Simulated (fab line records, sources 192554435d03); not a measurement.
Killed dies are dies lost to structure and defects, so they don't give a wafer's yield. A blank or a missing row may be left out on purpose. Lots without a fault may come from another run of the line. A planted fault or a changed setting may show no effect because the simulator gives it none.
Which tool did it? | flow n5_finfet | 24 lots, 72 wafers sampled, at 5 steps of a route of 1938

WHAT THE GAUGES READ, wafer by wafer
N5_BEOL_M6_OCD_MEAS_38. Usual: trench_depth_nm 93.5 nm, standard deviation 1.7.
lot  | measured     | on     | trench_depth_nm (nm) | flag
L074 | day 8 12:59  | ocd-01 | 93.4 94.4 93.3       |
L077 | day 9 09:10  | ocd-02 | 93.7 94.0 92.6       |
L076 | day 9 10:47  | ocd-01 | 92.9 94.6 96.0       |
L075 | day 9 18:48  | ocd-02 | 95.2 93.9 94.9       |
L078 | day 10 03:21 | ocd-01 | 91.9 97.4 93.2       |
L079 | day 11 03:43 | ocd-02 | 93.4 91.5 96.2       |
L080 | day 11 03:19 | ocd-01 | 96.6 93.8 90.5       |
L082 | day 11 03:50 | ocd-02 | 96.6 93.7 97.0       |
L081 | day 11 08:01 | ocd-02 | 94.3 93.4 93.9       |
L083 | day 11 10:36 | ocd-02 | 94.2 96.6 96.5       |
L084 | day 12 10:11 | ocd-02 | 94.3 92.6 89.3       |
L085 | day 12 06:23 | ocd-01 | 94.3 93.0 93.7       |
L087 | day 12 11:53 | ocd-01 | 92.2 94.0 92.6       |
L088 | day 12 15:10 | ocd-02 | 94.0 93.3 90.4       |
L089 | day 12 16:36 | ocd-02 | 93.0 93.0 93.1       |
L086 | day 12 16:53 | ocd-02 | 95.6 92.7 92.6       |
L090 | day 13 05:10 | ocd-02 | 94.2 92.6 93.6       |
L091 | day 13 12:58 | ocd-02 | 92.2 92.2 92.1       |
L092 | day 13 20:18 | ocd-01 | 93.2 96.5 92.5       |
L093 | day 14 03:55 | ocd-01 | 96.4 91.9 92.1       |
L095 | day 15 02:54 | ocd-01 | 92.3 92.0 95.5       |
L094 | day 15 04:45 | ocd-02 | 93.4 92.6 92.1       |
L096 | day 15 05:57 | ocd-02 | 94.5 92.6 97.9       |
L097 | day 16 04:47 | ocd-01 | 93.5 94.2 93.5       |

N5_BEOL_M6_CD_MEAS_35: target cd 40 nm, target cd y 28 nm. Usual: cd_nm 40.3 nm, standard deviation 0.61.
lot  | measured     | on        | cd_nm (nm)     | flag
L074 | day 8 13:08  | cd_sem-01 | 40.4 41.2 40.4 |
L077 | day 9 09:22  | cd_sem-01 | 40.1 41.2 40.1 |
L076 | day 9 10:56  | cd_sem-03 | 40.0 39.6 41.1 |
L075 | day 9 18:58  | cd_sem-02 | 40.2 39.7 39.7 |
L078 | day 10 03:30 | cd_sem-02 | 40.2 39.9 39.4 |
L079 | day 11 03:52 | cd_sem-03 | 40.3 39.3 39.9 |
L080 | day 11 03:28 | cd_sem-02 | 40.5 41.1 39.7 |
L082 | day 11 03:59 | cd_sem-03 | 39.5 39.7 39.8 |
L081 | day 11 08:11 | cd_sem-01 | 40.1 39.7 39.9 |
L083 | day 11 10:45 | cd_sem-03 | 40.9 40.6 40.4 |
L084 | day 12 10:20 | cd_sem-03 | 40.1 39.4 41.3 |
L085 | day 12 06:32 | cd_sem-03 | 39.8 40.1 39.9 |
L087 | day 12 12:03 | cd_sem-02 | 38.8 40.5 40.3 |
L088 | day 12 15:19 | cd_sem-01 | 40.7 40.3 40.3 |
L089 | day 12 16:45 | cd_sem-01 | 41.3 41.0 40.5 |
L086 | day 12 17:03 | cd_sem-01 | 40.3 40.4 40.0 |
L090 | day 13 05:19 | cd_sem-01 | 40.3 40.4 39.9 |
L091 | day 13 13:07 | cd_sem-01 | 39.9 40.1 40.3 |
L092 | day 13 20:28 | cd_sem-02 | 39.9 41.2 41.1 |
L093 | day 14 04:04 | cd_sem-02 | 41.7 40.8 40.5 |
L095 | day 15 03:04 | cd_sem-02 | 39.9 39.7 39.6 |
L094 | day 15 04:54 | cd_sem-02 | 39.3 40.0 39.9 |
L096 | day 15 06:06 | cd_sem-03 | 41.2 40.8 41.0 |
L097 | day 16 04:56 | cd_sem-02 | 41.1 40.2 40.0 |

WHICH TOOL RAN EACH LOT (tool, then ch and the chambers of the sampled wafers, then the start)
lot  | N5_BEOL_M5_SPUTTER_88        | N5_BEOL_M6_ETCH_61                 | N5_BEOL_M6_ETCH_66
L074 | pvd_sputter-03, day 8 04:15  | rie_diel-01 ch 1,2, day 8 09:07    | rie_diel-06 ch 2,3, day 8 12:38
L077 | pvd_sputter-03, day 8 21:28  | rie_diel-02 ch 0,1,3, day 9 05:44  | rie_diel-06 ch 0,2,3, day 9 08:49
L076 | pvd_sputter-01, day 9 03:54  | rie_diel-02 ch 0,2,3, day 9 07:25  | rie_diel-01 ch 0,1,2, day 9 10:26
L075 | pvd_sputter-02, day 9 12:01  | rie_diel-02 ch 1,2,3, day 9 17:31  | rie_diel-01 ch 0,1,2, day 9 18:27
L078 | pvd_sputter-01, day 9 17:08  | rie_diel-02 ch 0,2,3, day 10 00:20 | rie_diel-06 ch 0,1,3, day 10 03:00
L079 | pvd_sputter-03, day 10 17:14 | rie_diel-02 ch 0,1, day 10 23:13   | rie_diel-06 ch 1,2,3, day 11 03:22
L080 | pvd_sputter-02, day 10 17:17 | rie_diel-06 ch 0,1,3, day 10 23:24 | rie_diel-06 ch 0,1,3, day 11 02:58
L082 | pvd_sputter-01, day 10 20:30 | rie_diel-01 ch 0,1,3, day 11 00:29 | rie_diel-01 ch 0,3, day 11 03:29
L081 | pvd_sputter-03, day 10 22:52 | rie_diel-01 ch 0,1, day 11 04:32   | rie_diel-02 ch 1,2, day 11 07:40
L083 | pvd_sputter-02, day 11 03:35 | rie_diel-06 ch 0,1,3, day 11 08:15 | rie_diel-01 ch 1,3, day 11 10:15
L084 | pvd_sputter-03, day 11 22:53 | rie_diel-01 ch 0,3, day 12 06:01   | rie_diel-06 ch 0,1,3, day 12 09:50
L085 | pvd_sputter-02, day 11 23:10 | rie_diel-02 ch 0,3, day 12 04:44   | rie_diel-02 ch 2,3, day 12 06:02
L087 | pvd_sputter-01, day 12 04:20 | rie_diel-01 ch 0,3, day 12 10:17   | rie_diel-02 ch 2,3, day 12 11:32
L088 | pvd_sputter-03, day 12 04:50 | rie_diel-06 ch 0,2,3, day 12 10:35 | rie_diel-06 ch 0,2,3, day 12 14:49
L089 | pvd_sputter-03, day 12 10:09 | rie_diel-01 ch 1,2,3, day 12 15:11 | rie_diel-02 ch 2,3, day 12 16:15
L086 | pvd_sputter-02, day 12 10:10 | rie_diel-06 ch 0,2,3, day 12 15:34 | rie_diel-06 ch 1,2,3, day 12 16:32
L090 | pvd_sputter-01, day 12 18:07 | rie_diel-01 ch 0,1,3, day 12 23:51 | rie_diel-02 ch 1,2, day 13 04:49
L091 | pvd_sputter-02, day 13 03:44 | rie_diel-06 ch 0,2,3, day 13 09:46 | rie_diel-02 ch 0,2,3, day 13 12:37
L092 | pvd_sputter-01, day 13 13:07 | rie_diel-01 ch 1,2,3, day 13 18:08 | rie_diel-01 ch 0,1,3, day 13 19:57
L093 | pvd_sputter-01, day 13 19:22 | rie_diel-06 ch 0,1,3, day 13 22:56 | rie_diel-01 ch 0,2,3, day 14 03:34
L095 | pvd_sputter-01, day 14 16:41 | rie_diel-02 ch 0,1,3, day 14 22:13 | rie_diel-06 ch 1,3, day 15 02:34
L094 | pvd_sputter-03, day 14 20:42 | rie_diel-06 ch 1,2,3, day 15 03:17 | rie_diel-02 ch 0,1,3, day 15 04:24
L096 | pvd_sputter-01, day 14 22:01 | rie_diel-02 ch 0,1, day 15 03:28   | rie_diel-01 ch 0,1,3, day 15 05:36
L097 | pvd_sputter-03, day 15 22:10 | rie_diel-01 ch 0,1,2, day 16 02:54 | rie_diel-02 ch 0,1,3, day 16 04:26
- N5_BEOL_M5_SPUTTER_88: material Cu, target thk 15 nm, time 27.62 s.
- N5_BEOL_M6_ETCH_61: etches SiARC in CF4, target depth 45.5 nm, time 75.8 s.
- N5_BEOL_M6_ETCH_66: etches SOC in N2/H2, target depth 80 nm, overetch 16 nm, time 120 s.

WHAT THE TOOLS THEMSELVES READ (means of the sampled wafers that have a number; where no wafer has one, the mark that the record gives instead)
N5_BEOL_M5_SPUTTER_88. Usual: chuck_gas_flow_sccm 1.25 sccm, standard deviation 0.052; throttle_valve_pct 29.6 %, standard deviation 1.2.
lot  | tool           | chuck_gas_flow_sccm (sccm) | throttle_valve_pct (%) | flag
L074 | pvd_sputter-03 | 1.25                       | 29.7                   |
L077 | pvd_sputter-03 | 1.24                       | 29.1                   |
L076 | pvd_sputter-01 | 1.28                       | 29.1                   |
L075 | pvd_sputter-02 | 1.27                       | 30.2                   |
L078 | pvd_sputter-01 | 1.20                       | 29.1                   |
L079 | pvd_sputter-03 | 1.31                       | 28.8                   |
L080 | pvd_sputter-02 | 1.24                       | 30.2                   |
L082 | pvd_sputter-01 | 1.22                       | 30.0                   |
L081 | pvd_sputter-03 | 1.29                       | 28.8                   |
L083 | pvd_sputter-02 | 1.24                       | 29.7                   |
L084 | pvd_sputter-03 | 1.23                       | 30.6                   |
L085 | pvd_sputter-02 | 1.27                       | 29.5                   |
L087 | pvd_sputter-01 | 1.18                       | 29.0                   |
L088 | pvd_sputter-03 | 1.27                       | 29.8                   |
L089 | pvd_sputter-03 | 1.27                       | 28.7                   |
L086 | pvd_sputter-02 | 1.23                       | 29.6                   |
L090 | pvd_sputter-01 | 1.26                       | 29.0                   |
L091 | pvd_sputter-02 | 1.21                       | 31.0                   |
L092 | pvd_sputter-01 | 1.23                       | 29.0                   |
L093 | pvd_sputter-01 | 1.24                       | 29.1                   |
L095 | pvd_sputter-01 | 1.22                       | 29.0                   |
L094 | pvd_sputter-03 | 1.28                       | 29.9                   |
L096 | pvd_sputter-01 | 1.29                       | 29.0                   |
L097 | pvd_sputter-03 | 1.27                       | 28.4                   |

N5_BEOL_M6_ETCH_61. Usual: cf4_flow_sccm 100.01 sccm, standard deviation 0.29; drypump_motor_current_A 5.5 A, standard deviation 0.34; etch_rf_on_time_s 75.9 s, standard deviation 1.4; oes_product_au 0.65 a.u., standard deviation 0.058; rf_vpp_V 184.0 V, standard deviation 1; showerhead_plenum_p_Torr 2.13 Torr, standard deviation 0.055; throttle_valve_pct 15.80 %, standard deviation 0.2.
lot  | tool        | cf4_flow_sccm (sccm) | drypump_motor_current_A (A) | etch_rf_on_time_s (s) | oes_product_au (a.u.) | rf_vpp_V (V) | showerhead_plenum_p_Torr (Torr) | throttle_valve_pct (%) | flag
L074 | rie_diel-01 | 99.91                | 5.6                         | 74.5                  | 0.72                  | 184.5        | 2.17                            | 15.64                  |
L077 | rie_diel-02 | 99.96                | 5.5                         | 76.4                  | 0.64                  | 184.0        | 2.14                            | 15.74                  |
L076 | rie_diel-02 | 100.00               | 5.5                         | 76.8                  | 0.62                  | 183.8        | 2.11                            | 15.92                  |
L075 | rie_diel-02 | 99.98                | 5.2                         | 77.1                  | 0.62                  | 184.3        | 2.14                            | 15.95                  |
L078 | rie_diel-02 | 99.84                | 5.5                         | 76.4                  | 0.62                  | 183.0        | 2.11                            | 15.91                  |
L079 | rie_diel-02 | 100.21               | 5.8                         | 76.1                  | 0.64                  | 183.2        | 2.08                            | 15.63                  |
L080 | rie_diel-06 | 100.16               | 5.4                         | 76.0                  | 0.68                  | 183.7        | 2.13                            | 15.79                  |
L082 | rie_diel-01 | 99.99                | 5.7                         | 74.8                  | 0.68                  | 184.9        | 2.15                            | 15.70                  |
L081 | rie_diel-01 | 99.99                | 5.8                         | 76.6                  | 0.72                  | 184.8        | 2.17                            | 15.59                  |
L083 | rie_diel-06 | 99.94                | 5.4                         | 76.2                  | 0.67                  | 184.0        | 2.12                            | 15.78                  |
L084 | rie_diel-01 | 99.92                | 5.7                         | 76.5                  | 0.66                  | 184.7        | 2.14                            | 15.76                  |
L085 | rie_diel-02 | 100.22               | 5.8                         | 76.2                  | 0.63                  | 183.6        | 2.10                            | 15.77                  |
L087 | rie_diel-01 | 99.61                | 5.7                         | 75.2                  | 0.65                  | 184.1        | 2.14                            | 15.75                  |
L088 | rie_diel-06 | 99.92                | 5.4                         | 76.1                  | 0.59                  | 183.6        | 2.15                            | 15.93                  |
L089 | rie_diel-01 | 99.80                | 5.7                         | 73.8                  | 0.67                  | 183.9        | 2.15                            | 15.75                  |
L086 | rie_diel-06 | 99.71                | 5.4                         | 76.6                  | 0.59                  | 183.9        | 2.15                            | 15.93                  |
L090 | rie_diel-01 | 99.94                | 5.7                         | 75.4                  | 0.67                  | 184.3        | 2.14                            | 15.73                  |
L091 | rie_diel-06 | 100.22               | 5.4                         | 76.4                  | 0.59                  | 183.6        | 2.15                            | 15.94                  |
L092 | rie_diel-01 | 99.81                | 5.7                         | 75.8                  | 0.65                  | 184.5        | 2.14                            | 15.76                  |
L093 | rie_diel-06 | 100.21               | 5.4                         | 75.5                  | 0.65                  | 183.5        | 2.12                            | 15.83                  |
L095 | rie_diel-02 | 99.89                | 5.5                         | 76.8                  | 0.60                  | 184.0        | 2.12                            | 15.85                  |
L094 | rie_diel-06 | 100.11               | 5.4                         | 76.5                  | 0.64                  | 183.7        | 2.11                            | 15.77                  |
L096 | rie_diel-02 | 100.01               | 5.5                         | 76.6                  | 0.61                  | 183.8        | 2.10                            | 15.72                  |
L097 | rie_diel-01 | 99.89                | 5.7                         | 75.7                  | 0.66                  | 184.2        | 2.15                            | 15.74                  |

N5_BEOL_M6_ETCH_66. Usual: drypump_motor_current_A 5.5 A, standard deviation 0.34; oes_product_au 0.57 a.u., standard deviation 0.052; rf_vpp_V 523.5 V, standard deviation 2.4; showerhead_plenum_p_Torr 2.53 Torr, standard deviation 0.079; throttle_valve_pct 18.02 %, standard deviation 0.24.
lot  | tool        | drypump_motor_current_A (A) | oes_product_au (a.u.) | rf_vpp_V (V) | showerhead_plenum_p_Torr (Torr) | throttle_valve_pct (%) | flag
L074 | rie_diel-06 | 5.6                         | 0.56                  | 522.5        | 2.51                            | 18.01                  |
L077 | rie_diel-06 | 5.4                         | 0.55                  | 524.3        | 2.56                            | 18.03                  |
L076 | rie_diel-01 | 5.7                         | 0.64                  | 524.4        | 2.57                            | 17.83                  |
L075 | rie_diel-01 | 5.7                         | 0.64                  | 524.6        | 2.57                            | 17.83                  |
L078 | rie_diel-06 | 5.4                         | 0.62                  | 522.8        | 2.51                            | 17.93                  |
L079 | rie_diel-06 | 5.4                         | 0.60                  | 523.4        | 2.51                            | 17.89                  |
L080 | rie_diel-06 | 5.4                         | 0.60                  | 522.4        | 2.51                            | 17.94                  |
L082 | rie_diel-01 | 5.7                         | 0.57                  | 523.4        | 2.53                            | 17.98                  |
L081 | rie_diel-02 | 5.3                         | 0.55                  | 521.1        | 2.44                            | 18.15                  |
L083 | rie_diel-01 | 5.7                         | 0.58                  | 524.6        | 2.53                            | 17.89                  |
L084 | rie_diel-06 | 5.4                         | 0.60                  | 522.4        | 2.50                            | 17.96                  |
L085 | rie_diel-02 | 5.2                         | 0.54                  | 524.5        | 2.56                            | 18.39                  |
L087 | rie_diel-02 | 5.2                         | 0.54                  | 522.3        | 2.47                            | 18.35                  |
L088 | rie_diel-06 | 5.4                         | 0.54                  | 524.5        | 2.55                            | 18.06                  |
L089 | rie_diel-02 | 5.2                         | 0.54                  | 521.8        | 2.47                            | 18.35                  |
L086 | rie_diel-06 | 5.4                         | 0.60                  | 523.5        | 2.51                            | 17.91                  |
L090 | rie_diel-02 | 5.3                         | 0.54                  | 521.6        | 2.44                            | 18.17                  |
L091 | rie_diel-02 | 5.5                         | 0.55                  | 521.7        | 2.48                            | 18.20                  |
L092 | rie_diel-01 | 5.7                         | 0.59                  | 524.1        | 2.54                            | 17.88                  |
L093 | rie_diel-01 | 5.7                         | 0.58                  | 523.4        | 2.54                            | 18.05                  |
L095 | rie_diel-06 | 5.7                         | 0.58                  | 519.8        | 2.44                            | 17.99                  |
L094 | rie_diel-02 | 5.5                         | 0.55                  | 522.2        | 2.52                            | 18.08                  |
L096 | rie_diel-01 | 5.7                         | 0.59                  | 524.6        | 2.53                            | 17.91                  |
L097 | rie_diel-02 | 5.5                         | 0.54                  | 522.8        | 2.52                            | 18.10                  |

THE ANSWER, worked out from the rows above alone
Rule: a lot is off if the mean of its wafers that have a number lies more than 3 standard deviations from the usual mean. A lot without any number at a reading at which 4 lots or more have one is off too. The other lots that the step has rows for count as sound. The gauges are gone through in route order, then the tools' own readings, and for those a lot's mean is taken as printed above. The first step at which some lot is off is used, and at that step the reading that is off furthest; a lot without a number counts as furthest.
No lot is off at any reading shown: from this, nothing can be told.

WHAT THE SIMULATOR HAD PUT IN
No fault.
